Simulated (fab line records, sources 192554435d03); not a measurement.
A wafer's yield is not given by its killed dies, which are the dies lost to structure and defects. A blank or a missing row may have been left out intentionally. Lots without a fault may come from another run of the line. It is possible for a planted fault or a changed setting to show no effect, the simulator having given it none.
fab line records | flow n5_finfet
record lots=6 | wafers=18 | last_day=21
route steps=1938 shown SD_EPI_N@283 SD_EPI_P@295 BEOL_M4@1111 PASSIVATION@1936
lots with no fault: from the same line, run without faults
start_h: hours from the record's first day to the start of the lot's first wafer shown | wait_h: hours since the lot's step before | " unchanged from the row above | L1.1+2: a single row standing in for several wafers | - either no value or no given start | * or withheld: withheld | < > ~ a bound
route shown NAME@n: NAME is a module with steps in the file, n the number in the route of the first one | usual: mean and standard deviation over wafers with no fault | same: alike in all rows | chamber/n: place in a boat | sites: readings site by site | _std_site: their standard deviation | _edge_site: the outer-site mean with the inner-site mean subtracted | radius_mm: how far each site lies from the wafer's centre | mask NAME#n: copy n | behind: the most recent tool/chamber to have shaped the wafer | hold: reason for holding the lot/hours on hold/outcome of the hold | device: the transistor (n, p or np) that didn't switch | end of line: tests run on the same wafers once the route is complete | step lacking rows: just its recipe | killed: not the wafer's yield, but the dies lost to structure and defects at the first sort | map: per-die view of a wafer (x killed, . not killed, _ where there is no die)
set.NAME: the setting as run; set.NAME@STEP: as run at that earlier step | model.NAME: the simulator's own value behind a step, which no gauge read
lots seen at some steps along the route; tables by step, rows by wafer
services: the hour from which a tool's chamber was out of use, counted from the record's first day as start_h (under 0 if before that day), plus the number of hours and why
## steps
# step N5_SD_EPI_N_WET_ETCH_43
# recipe chemistry=dHF | dilution=withheld | time_s=14 | target=SiO2 | target_depth_a=15 | temp_c=25
# step N5_SD_EPI_N_STRIP_18
# recipe chemistry=SPM | time_s=750 | temp_c=130 | h2so4_h2o2_vol_ratio=4
# step N5_SD_EPI_N_SRD_20
# recipe dry=ipa_marangoni | do_ppb=5 | time_s=30 | temp_c=23 | rinse_liquid=diw
# step N5_SD_EPI_N_PRECLEAN_48
# recipe chemistry=NF3:NH3 | afs_cycles=2 | temp_c=30 | time_s=20 | sublimation_temp_c=180 | sublimation_time_s=60 | pressure_torr=3 | rf_power_w=30
# step N5_SD_EPI_N_VAPOR_ETCH_50
# recipe chemistry=HCl | target=Si | temp_c=775 | time_s=54 | pressure_torr=20 | mode=isotropic
# usual throttle_valve_pct=12.0/0.37
lot.wafer | tool         | chamber | start_h | wait_h | throttle_valve_pct
L712.1    | epi_rpcvd-02 | 0       | 53.15   | 0.3    | 12.3
L712.2    | "            | 0       | "       | "      | 12.6
L712.6    | "            | 0       | "       | "      | 12.7
L716.2    | epi_rpcvd-01 | 0       | 75.48   | 0.3    | 11.9
L716.3    | "            | 0       | "       | "      | 12.0
L716.5    | "            | 0       | "       | "      | 12.0
L727.3    | epi_rpcvd-02 | 0       | 141.08  | 0.2    | 12.4
L727.4    | "            | 0       | "       | "      | 12.4
L727.6    | "            | 0       | "       | "      | 12.5
L730.1    | epi_rpcvd-01 | 0       | 157.63  | 0.4    | 11.9
L730.2    | "            | 0       | "       | "      | 11.5
L730.4    | "            | 0       | "       | "      | 12.1
L732.2    | epi_rpcvd-01 | 0       | 172.89  | 0.4    | 11.8
L732.5    | "            | 0       | "       | "      | 11.9
L732.6    | "            | 0       | "       | "      | 12.1
L735.1    | epi_rpcvd-01 | 0       | 190.59  | 0.4    | 12.0
L735.4    | "            | 0       | "       | "      | 11.8
L735.5    | "            | 0       | "       | "      | 11.8
# step N5_SD_EPI_N_EPI_21
# recipe material=Si:P | dopant=P | temp_c=680 | pressure_torr=255 | time_s=690
# step N5_SD_EPI_N_EPI_MEAS_23
# recipe mode=xrd
# usual thk_nm=59.1/1.3
lot.wafer | tool          | chamber | start_h | wait_h | thk_nm
L712.1    | film_metro-01 | -       | 55.04   | 1.4    | 57.8
L712.2    | "             | -       | "       | "      | 60.4
L712.6    | "             | -       | "       | "      | 58.6
L716.2    | film_metro-01 | -       | 77.35   | 1.2    | 58.9
L716.3    | "             | -       | "       | "      | 60.8
L716.5    | "             | -       | "       | "      | 60.4
L727.3    | film_metro-02 | -       | 142.92  | 0.9    | 59.6
L727.4    | "             | -       | "       | "      | 60.1
L727.6    | "             | -       | "       | "      | 58.3
L730.1    | film_metro-01 | -       | 160.14  | 1.9    | 59.1
L730.2    | "             | -       | "       | "      | 59.1
L730.4    | "             | -       | "       | "      | 59.3
L732.2    | film_metro-01 | -       | 175.37  | 1.5    | 60.6
L732.5    | "             | -       | "       | "      | 56.4
L732.6    | "             | -       | "       | "      | 59.2
L735.1    | film_metro-02 | -       | 193.12  | 1.9    | 60.7
L735.4    | "             | -       | "       | "      | 58.2
L735.5    | "             | -       | "       | "      | 57.0
# step N5_SD_EPI_N_PRECLEAN_24
# recipe chemistry=O3/DIW | time_s=60 | temp_c=22 | o3_ppm=10
# step N5_SD_EPI_N_SRD_25
# recipe time_s=30 | temp_c=23 | rinse_liquid=diw | dry=ipa_marangoni
# step N5_SD_EPI_N_PRECLEAN_49
# recipe chemistry=NF3:NH3 | afs_cycles=1 | temp_c=30 | time_s=20 | sublimation_temp_c=180 | sublimation_time_s=60 | pressure_torr=3 | rf_power_w=30
# step N5_SD_EPI_N_LINER_46
# recipe material=SiNx | target_thk_a=30 | temp_c=400 | ald_precursor_family=SiH2I2 | ald_co_reactant=N2/H2-plasma | pressure_torr=2
# usual heater_power_w=860/91
lot.wafer | tool       | chamber | start_h | wait_h | heater_power_w
L712.1    | ald_sin-03 | 0       | 55.39   | 0.2    | 758
L712.2    | "          | 3       | "       | "      | 882
L712.6    | "          | 2       | "       | "      | 883
L716.2    | ald_sin-04 | 1       | 77.86   | 0.4    | 854
L716.3    | "          | 3       | "       | "      | 809
L716.5    | "          | 1       | "       | "      | 862
L727.3    | ald_sin-04 | 0       | 143.41  | 0.3    | 758
L727.4    | "          | 3       | "       | "      | 805
L727.6    | "          | 3       | "       | "      | 808
L730.1    | ald_sin-03 | 0       | 160.59  | 0.3    | 780
L730.2    | "          | 3       | "       | "      | 903
L730.4    | "          | 2       | "       | "      | 879
L732.2    | ald_sin-01 | 2       | 175.78  | 0.2    | 1099
L732.5    | "          | 3       | "       | "      | 902
L732.6    | "          | 0       | "       | "      | 949
L735.1    | ald_sin-04 | 1       | 193.50  | 0.2    | 866
L735.4    | "          | 2       | "       | "      | 930
L735.5    | "          | 1       | "       | "      | 855
# step N5_SD_EPI_N_INSPECT_26
# recipe inspect_instrument=darkfield | mode=post_epi
# usual raw_defect_count=210/49
lot.wafer | tool              | chamber | start_h | wait_h | raw_defect_count
L712.1    | defect_inspect-01 | -       | 55.64   | 0.1    | 179
L712.2    | "                 | -       | "       | "      | 152
L712.6    | "                 | -       | "       | "      | 200
L716.2    | defect_inspect-01 | -       | 78.11   | 0.1    | 198
L716.3    | "                 | -       | "       | "      | 262
L716.5    | "                 | -       | "       | "      | 241
L727.3    | defect_inspect-01 | -       | 143.66  | 0.1    | 249
L727.4    | "                 | -       | "       | "      | 294
L727.6    | "                 | -       | "       | "      | 258
L730.1    | defect_inspect-01 | -       | 160.84  | 0.1    | 249
L730.2    | "                 | -       | "       | "      | 321
L730.4    | "                 | -       | "       | "      | 289
L732.2    | defect_inspect-01 | -       | 176.03  | 0.1    | 350
L732.5    | "                 | -       | "       | "      | 303
L732.6    | "                 | -       | "       | "      | 229
L735.1    | defect_inspect-01 | -       | 193.76  | 0.2    | 179
L735.4    | "                 | -       | "       | "      | 177
L735.5    | "                 | -       | "       | "      | 162
# step N5_SD_EPI_P_COAT_34
# recipe resist=SOC | temp_c=250 | time_s=60 | spin_rpm=1500 | resist_thk_nm=350
# usual heater_power_total_W=500.6/1.7 | plate_temp_C=250.05/0.19 | resist_line_temp_C=23.01/0.12
lot.wafer | tool           | chamber | start_h | wait_h | heater_power_total_W | plate_temp_C | resist_line_temp_C
L712.1    | litho_track-04 | 0       | 55.67   | 0.0    | 498.5                | 249.79       | 23.31
L712.2    | "              | 0       | "       | "      | 500.5                | 249.72       | 23.13
L712.6    | "              | 0       | "       | "      | 498.4                | 249.88       | 23.19
L716.2    | litho_track-01 | 0       | 78.14   | 0.0    | 501.3                | 250.15       | 23.05
L716.3    | "              | 0       | "       | "      | 499.1                | 250.19       | 23.11
L716.5    | "              | 0       | "       | "      | 500.7                | 250.28       | 22.92
L727.3    | litho_track-04 | 0       | 143.69  | 0.0    | 815.3                | 262.21       | 23.00
L727.4    | "              | 0       | "       | "      | 816.7                | 262.19       | 22.97
L727.6    | "              | 0       | "       | "      | 816.3                | 262.26       | 22.81
L730.1    | litho_track-04 | 0       | 160.87  | 0.0    | 815.3                | 262.44       | 23.00
L730.2    | "              | 0       | "       | "      | 815.1                | 262.69       | 23.01
L730.4    | "              | 0       | "       | "      | 814.8                | 262.56       | 22.96
L732.2    | litho_track-01 | 0       | 176.06  | 0.0    | 502.1                | 249.96       | 22.85
L732.5    | "              | 0       | "       | "      | 503.1                | 250.22       | 22.84
L732.6    | "              | 0       | "       | "      | 499.5                | 250.11       | 22.91
L735.1    | litho_track-03 | 0       | 193.80  | 0.0    | 499.4                | 249.96       | 23.25
L735.4    | "              | 0       | "       | "      | 503.3                | 249.78       | 23.03
L735.5    | "              | 0       | "       | "      | 503.3                | 249.93       | 23.23
# step N5_SD_EPI_P_COAT_35
# recipe resist=SiARC | temp_c=220 | time_s=60 | spin_rpm=1500 | resist_thk_nm=35
# step N5_BEOL_M4_RC_MEAS_101
# usual DIBL_N=37.7/2 | DIBL_P=37.7/2.3 | IOFF_N=0.18/0.039 | IOFF_P=0.23/0.042 | ION_N=681/12 | ION_P=463/8 | SS_N=71.9/0.68 | SS_P=73.6/0.71 | VT_N=248/3.2 | VT_P=-249/3.1
lot.wafer | tool      | chamber | start_h | wait_h | DIBL_N[mV/V] | DIBL_P[mV/V] | IOFF_N[nA/um] | IOFF_P[nA/um] | ION_N[uA/um] | ION_P[uA/um] | SS_N[mV/dec] | SS_P[mV/dec] | VT_N[mV] | VT_P[mV]
L712.1    | prober-01 | 0       | 270.98  | 0.0    | 40.1         | 41.4         | 0.26          | 0.37          | 700          | 488          | 72.4         | 74.8         | 242      | -240
L712.2    | "         | 0       | "       | "      | 40.0         | 41.2         | 0.26          | 0.35          | 701          | 481          | 72.5         | 74.1         | 243      | -240
L712.6    | "         | 0       | "       | "      | 37.4         | 38.0         | 0.18          | 0.27          | 677          | 467          | 71.3         | 73.6         | 247      | -244
L716.2    | prober-01 | 0       | 278.43  | 0.2    | 39.1         | 38.4         | 0.20          | 0.20          | 686          | 459          | 72.3         | 73.3         | 247      | -253
L716.3    | "         | 0       | "       | "      | 39.3         | 38.7         | 0.19          | 0.21          | 665          | 449          | 71.8         | 73.6         | 253      | -253
L716.5    | "         | 0       | "       | "      | 40.6         | 40.4         | 0.23          | 0.25          | 680          | 455          | 72.3         | 73.5         | 247      | -251
L727.3    | prober-01 | 0       | 345.19  | 0.3    | 37.6         | 36.5         | 0.16          | 0.22          | 693          | 475          | 71.9         | 73.1         | 250      | -250
L727.4    | "         | 0       | "       | "      | 35.9         | 34.4         | 0.13          | 0.18          | 675          | 466          | 71.2         | 72.1         | 249      | -254
L727.6    | "         | 0       | "       | "      | 38.6         | 37.3         | 0.16          | 0.22          | 673          | 465          | 72.0         | 74.1         | 249      | -251
L730.1    | prober-01 | 0       | 360.05  | 0.0    | 40.2         | 38.8         | 0.22          | 0.27          | 684          | 466          | 72.6         | 73.9         | 245      | -247
L730.2    | "         | 0       | "       | "      | 35.7         | 34.9         | 0.13          | 0.18          | 664          | 460          | 70.7         | 73.0         | 250      | -253
L730.4    | "         | 0       | "       | "      | 39.5         | 38.7         | 0.21          | 0.25          | 688          | 471          | 71.4         | 73.8         | 247      | -246
L732.2    | prober-01 | 0       | 385.83  | 0.2    | 37.6         | 39.6         | 0.18          | 0.20          | 680          | 455          | 72.9         | 73.5         | 246      | -252
L732.5    | "         | 0       | "       | "      | 37.9         | 40.1         | 0.19          | 0.23          | 671          | 456          | 71.9         | 73.6         | 248      | -251
L732.6    | "         | 0       | "       | "      | 34.7         | 35.6         | 0.13          | 0.16          | 676          | 458          | 71.4         | 72.9         | 249      | -257
L735.1    | prober-02 | 0       | 402.27  | 0.0    | 38.4         | 37.0         | 0.23          | 0.25          | 706          | 471          | 72.1         | 73.2         | 241      | -246
L735.4    | "         | 0       | "       | "      | 37.0         | 34.9         | 0.16          | 0.21          | 663          | 455          | 71.9         | 72.4         | 251      | -247
L735.5    | "         | 0       | "       | "      | 38.9         | 39.3         | 0.24          | 0.29          | 705          | 475          | 72.5         | 75.0         | 241      | -245
# step N5_PASSIVATION_PROBE_49
# usual defect_limited_yield=91.1/1.4 | killed_at_M0_to_M3=34/9.6 | killed_at_M4_up=15/5.3 | killed_at_contacts=12/6.1 | killed_at_front_end=40/11 | killed_at_other=3.5/2.8 | killed_dies=105/17 | killed_open=70/12 | killed_short=34/7.7 | sort_bin_4_leakage=0.01/0.07 | sort_bin_5_function=5.2/0.97 | sort_bin_6_memory=3.4/0.62 | sort_n_pass=1075/17 | sort_yield_pct=91.1/1.4
# same gross_dies=1180 | killed_at_back_side=0 | sort_bin_8_speed[%]=0
lot.wafer | tool      | chamber | start_h | wait_h | defect_limited_yield[%] | killed_at_M0_to_M3 | killed_at_M4_up | killed_at_contacts | killed_at_front_end | killed_at_other | killed_dies | killed_open | killed_short | sort_bin_4_leakage[%] | sort_bin_5_function[%] | sort_bin_6_memory[%] | sort_n_pass | sort_yield_pct[%]
L716.2    | prober-02 | -       | 391.43  | 0.1    | 91.1                    | 39                 | 14              | 19                 | 29                  | 4               | 105         | 70          | 35           | 0                     | 5.5                    | 3.1                  | 1075        | 91.1
L716.3    | prober-02 | -       | 391.48  | 0.1    | 91.9                    | 35                 | 13              | 10                 | 37                  | 1               | 96          | 60          | 35           | 0                     | 5.3                    | 2.8                  | 1084        | 91.9
L716.5    | prober-02 | -       | 391.58  | 0.2    | 92.7                    | 29                 | 21              | 7                  | 28                  | 1               | 86          | 63          | 23           | 0                     | 4.5                    | 2.6                  | 1094        | 92.7
L730.1    | prober-01 | -       | 460.24  | 0.0    | 89.4                    | 59                 | 16              | 10                 | 40                  | 0               | 125         | 80          | 44           | 0                     | 6.6                    | 3.6                  | 1055        | 89.4
L730.2    | prober-01 | -       | 460.29  | 0.1    | 89.1                    | 51                 | 18              | 19                 | 38                  | 3               | 129         | 86          | 43           | 0                     | 6.6                    | 3.8                  | 1051        | 89.1
L730.4    | prober-01 | -       | 460.39  | 0.2    | 92.8                    | 44                 | 10              | 12                 | 17                  | 2               | 85          | 67          | 18           | 0                     | 4.5                    | 2.6                  | 1095        | 92.8
# killed by level:class
L716.2 BEOL_M1:geometric_particle:open=15 MOL_CONTACT_COAG:geometric_particle:open=12 MOL_CONTACT_COAG:geometric_particle:short=7 BEOL_M0_SAQP:geometric_particle:open=6 STI_FIN_REVEAL:geometric_particle:open=5 BEOL_M0_SAQP:geometric_particle:short=5 BEOL_M3:geometric_particle:open=5 BEOL_M4:geometric_particle:open=5
L716.3 BEOL_M1:geometric_particle:open=16 ILD0:geometric_particle:short=9 MOL_CONTACT_COAG:geometric_particle:open=8 GATE_CUT:geometric_particle:short=6 STI_FIN_REVEAL:geometric_particle:open=5 DUMMY_GATE:geometric_particle:open=5 BEOL_M3:geometric_particle:short=4 BEOL_M0_SAQP:geometric_particle:open=4
L716.5 STI_FIN_REVEAL:geometric_particle:open=11 BEOL_M3:geometric_particle:open=10 MOL_CONTACT_COAG:geometric_particle:open=6 BEOL_M4:geometric_particle:open=6 BEOL_M0_SAQP:geometric_particle:short=5 BEOL_M4:geometric_particle:short=5 DUMMY_GATE:geometric_particle:open=3 BEOL_M0_SAQP:geometric_particle:open=3
L730.1 BEOL_M1:geometric_particle:short=14 BEOL_M2:geometric_particle:open=12 STI_FIN_REVEAL:geometric_particle:open=11 BEOL_M4:geometric_particle:open=9 MOL_CONTACT_COAG:geometric_particle:open=9 BEOL_M3:geometric_particle:open=8 FIN_SAQP:geometric_particle:open=6 BEOL_M0_SAQP:geometric_particle:open=6
L730.2 MOL_CONTACT_COAG:geometric_particle:open=14 BEOL_M2:geometric_particle:open=11 BEOL_M3:geometric_particle:open=10 BEOL_M4:geometric_particle:open=9 FIN_SAQP:geometric_particle:open=8 FIN_SAQP:geometric_particle:short=8 BEOL_M1:geometric_particle:open=8 BEOL_M0_SAQP:geometric_particle:open=7
L730.4 BEOL_M2:geometric_particle:open=12 MOL_CONTACT_COAG:geometric_particle:open=10 BEOL_M0:geometric_particle:open=9 BEOL_M0_SAQP:geometric_particle:short=6 BEOL_M0_SAQP:geometric_particle:open=5 BEOL_M4:geometric_particle:open=5 STARTING-WAFER:geometric_particle:open=5 DUMMY_GATE:geometric_particle:open=4
## services
tool           | chamber | start_h | hours | kind
ald_sin-04     | -       | 55.95   | 1.2   | repair
ald_sin-01     | -       | 79.38   | 14.6  | pm
litho_track-03 | -       | 149.97  | -     | consumable_replace:filter
ald_sin-04     | -       | 171.41  | 6.1   | pm
ald_sin-03     | -       | 176.77  | 14.0  | pm
ald_sin-03     | 0       | 176.77  | 14.0  | vent_cycle
ald_sin-03     | 1       | 176.77  | 14.0  | vent_cycle
ald_sin-03     | 2       | 176.77  | 14.0  | vent_cycle
ald_sin-03     | 3       | 176.77  | 14.0  | vent_cycle
epi_rpcvd-02   | -       | 189.61  | 2.8   | pm
ald_sin-03     | 0       | 190.77  | -     | clean
ald_sin-03     | 1       | 190.77  | -     | clean
ald_sin-03     | 2       | 190.77  | -     | clean
ald_sin-03     | 3       | 190.77  | -     | clean
## key
first_sign step=N5_SD_EPI_P_COAT_34 | reading=heater_power_total_W | direction=up | sigmas=99+ | usual=* | struck=*
effect step=N5_SD_EPI_P_COAT_34 | reading=plate_temp_C | direction=up | sigmas=65 | usual=* | struck=*
met_at N5_SD_EPI_P_COAT_34
struck_wafers L727.3,L727.4,L727.6,L730.1,L730.2,L730.4
onset_between 55.67 143.69
fault kind=process_parameter_drift | tool=litho_track-04 | chamber=- | onset_h=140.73 | steps=N5_SD_EPI_P_COAT_34 | channel=temp_c | offset=* | shape=step | end_h=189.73 | acts_in=* | stated=*
